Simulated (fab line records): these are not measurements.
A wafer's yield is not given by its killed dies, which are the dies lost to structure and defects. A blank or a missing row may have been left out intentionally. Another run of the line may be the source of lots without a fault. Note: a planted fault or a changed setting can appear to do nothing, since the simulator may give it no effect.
Code-filled problem report in 8D (eight disciplines) form -- flow n5 finfet -- the parts of the form that need people (team, actions taken, sign-off) are left out

1. WHAT WENT WRONG
killed_at_M4_up at N5_PASSIVATION_PROBE_49 reads a mean of 169 on 6 wafers of 2 lots; wafers without a fault read 14 with a standard deviation of 5.6. Relative to the usual mean, that is a shift of +28 standard deviations.
First seen on wafer L174.1, day 15 04:48, on prober-01. The record has a number at this step for 6 wafers belonging to 2 lots. Rule for "out", or "out of limits": more than 4 standard deviations from the usual mean. The rest of the wafers with a number are treated as sound.

2. WHAT IT IS AND WHAT IT IS NOT
question,is,is not
which readings at this step,"killed_at_M4_up, defect limited yield, killed dies, sort_bin_5_function, sort n pass, sort yield pct","killed_at_M0_to_M3, killed at contacts, killed at front end, killed at other, killed open, killed short, sort_bin_6_memory"
which lots,"L173, L174",-
which wafers of those lots,all that have a number,-
read on which tools,prober-01,-
when,from day 15 04:48,up to then (0 sound wafers)

3. THE SUSPECTS, EACH WITH WHAT RULES IT OUT
Counting: a tool stays on the suspect list if, at a process step up to the reading, it processed all lots that are out and no sound lot following the first of them.
- pvd sputter-01 at N5_BEOL_M9_SPUTTER_48 (material Cu, target thk 12 nm, time 2 s): kept. It ran every lot that is out, first L173 (day 12 20:05), and no sound lot after that.
- prober-01 at N5_PASSIVATION_PROBE_49: kept. It ran every lot that is out, first L174 (day 15 04:48), and no sound lot after that. Its own readings are out on those wafers: defect limited yield, killed_at_M4_up, killed dies, sort_bin_5_function, sort n pass, sort yield pct.
Remaining after the count are pvd sputter-01 at N5_BEOL_M9_SPUTTER_48 and prober-01 at N5_PASSIVATION_PROBE_49.

4. THE CAUSE (what the simulator had put in)
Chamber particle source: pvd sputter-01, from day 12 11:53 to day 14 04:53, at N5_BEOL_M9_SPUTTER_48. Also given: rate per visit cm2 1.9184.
Counting leaves 2 suspects; this tool is one of them.

5. THE EFFECT CHAIN, in route order
Each row: a reading where the mean over the struck wafers with a number is more than 3 standard deviations away from the usual. Only readings whose record carries a usual standard deviation are examined. hours: median over the lots of the time between each lot's start at the first step of this table that gives one and its start at this step. sigmas: the change, counted in usual standard deviations.
hours,step,reading,usual,on struck wafers,change,sigmas
0,N5_PASSIVATION_PROBE_49,defect limited yield,91.4 %,79.2,-12.2,-8.8
0,N5_PASSIVATION_PROBE_49,killed_at_M4_up,14,169,+155,+28
0,N5_PASSIVATION_PROBE_49,killed dies,101,246,+145,+9.1
0,N5_PASSIVATION_PROBE_49,sort_bin_5_function,5.1 %,12.8,+7.7,+8.7
0,N5_PASSIVATION_PROBE_49,sort n pass,1079,934,-145,-9.1
0,N5_PASSIVATION_PROBE_49,sort yield pct,91.4 %,79.2,-12.2,-8.8
Process steps it contains:
- N5_PASSIVATION_PROBE_49

6. HOW IT WOULD HAVE BEEN CAUGHT EARLIER
In this record no reading fell out of limits until day 15 04:48, 65 hours after the fault had begun at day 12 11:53.
Tool readings at N5_BEOL_M9_SPUTTER_48 with a usual standard deviation given in the record: none out on any struck wafer, hence no alarm at a limit of 4 standard deviations on them.
By day 15 04:48, every lot that is out (2) had started N5_BEOL_M9_SPUTTER_48 on pvd sputter-01. Tool hold at that time: it would have spared none of them.
